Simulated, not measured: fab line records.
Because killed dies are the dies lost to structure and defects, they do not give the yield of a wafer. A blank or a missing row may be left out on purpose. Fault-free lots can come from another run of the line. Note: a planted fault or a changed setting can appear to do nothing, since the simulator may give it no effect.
A lot that was struck, set against a sound lot	flow nand harc	34 out of 1159 route steps
Sound: the wafers L801.1, L801.3, L801.5. Wafers L807.2, L807.4, L807.5 were the ones struck. Last of all comes the cause.
At each step with rows: each side's tool, then ch and its chambers, then its first start. Under that, the readings that differ: sound wafers	struck wafers	difference of the means	sigmas: that difference in standard deviations of wafers without a fault.
alike: a reading whose means differ by less than 2 such deviations, as well as words and numbers matching on both sides. not compared: withheld readings; readings where some wafer has no value; bounds like >300 that might hide an equal value; numbers whose values overlap and for which the record gives no deviation.
The two part at a step that has a row with sigmas, a row that says differs or no value, or rows on one side only. Non-overlapping numbers with no deviation appear without sigmas and do not part them. A reading missing from all wafers of one side parts the sides only when that side holds two or more wafers.

first, 9 steps without rows for these wafers: NHARC_P_M0_PRE_CLEAN_29 (time 30 s); NHARC_P_M0_PVD_20 (deposits TaN, target thk 5 nm, time 8.06 s); NHARC_P_M0_PVD_21 (deposits Cu, target thk 30 nm, time 20.49 s); NHARC_P_M0_ECD_22 (material Cu, target thk 400 nm); NHARC_P_M0_ANNEAL_30 (time 90 s); NHARC_P_M0_CMP_23 (polishes, t overpolish 20 s, target thk 117.53 nm); NHARC_P_M0_SRD_25; NHARC_P_M0_PRE_CLEAN_31 (time 12 s); NHARC_P_M0_DEP_32 (deposits SiCN, target thk 30 nm).
NHARC_P_M1_DEP_00: deposits SiOC, target thk 182.5 nm.
  sound on pecvd-02 ch 1,2, day 6 18:11; struck on pecvd-02 ch 0,1,2, day 8 00:41
then, 23 steps without rows for these wafers: NHARC_P_M1_DEHYDRATE_01 (time 120 s); NHARC_P_M1_HMDS_02 (time 30 s); NHARC_P_M1_COAT_34 (time 65 s); NHARC_P_M1_COAT_03 (resist thk 90 nm); NHARC_P_M1_SOFTBAKE_04 (time 55 s); NHARC_P_M1_EBR_05; NHARC_P_M1_EXPOSE_06 (exposes mask P M1, target cd 130 nm); NHARC_P_M1_PEB_07 (peb time 65 s); NHARC_P_M1_DEVELOP_08 (develop time 35 s); NHARC_P_M1_DESCUM_14 (chemistry O2, time 3 s); NHARC_P_M1_ETCH_35 (etches the open film in N2/H2, target depth 40 nm, overetch 12 nm, time 43.94 s); NHARC_P_M1_ETCH_15 (etches the open film in C4F8/Ar, target depth 182.5 nm, time 91.2 s); NHARC_P_M1_STRIP_18 (strips in N2/H2); NHARC_P_M1_ETCH_28 (etches the open film in CF4/N2, target depth 30 nm, time 72.99 s); NHARC_P_M1_STRIP_19 (strips in post etch residue remover, time 600 s); NHARC_P_M1_DEGAS_29 (time 60 s); NHARC_P_M1_PRE_CLEAN_30 (time 30 s); NHARC_P_M1_PVD_20 (deposits TaN, target thk 5 nm, time 8.06 s); NHARC_P_M1_PVD_21 (deposits Cu, target thk 30 nm, time 20.49 s); NHARC_P_M1_ECD_22 (material Cu, target thk 400 nm); NHARC_P_M1_ANNEAL_31 (time 90 s); NHARC_P_M1_CMP_23 (polishes, t overpolish 20 s, target thk 157.82 nm); NHARC_P_M1_SRD_25.
-- the record jumps here: 13 days lie between the struck wafers' starts before and after (it left off in module P_M1 and takes up again in module END, whose first step shown is number 1159 of the route) --
NHARC_END_SORT_01:
  here the record holds rows for the struck wafers (prober-01 ch 0, day 21 03:08) but none for the sound ones

WHERE THEY PART
Only at NHARC_END_SORT_01, as far as this record shows.

WHY: whatever the simulator had introduced
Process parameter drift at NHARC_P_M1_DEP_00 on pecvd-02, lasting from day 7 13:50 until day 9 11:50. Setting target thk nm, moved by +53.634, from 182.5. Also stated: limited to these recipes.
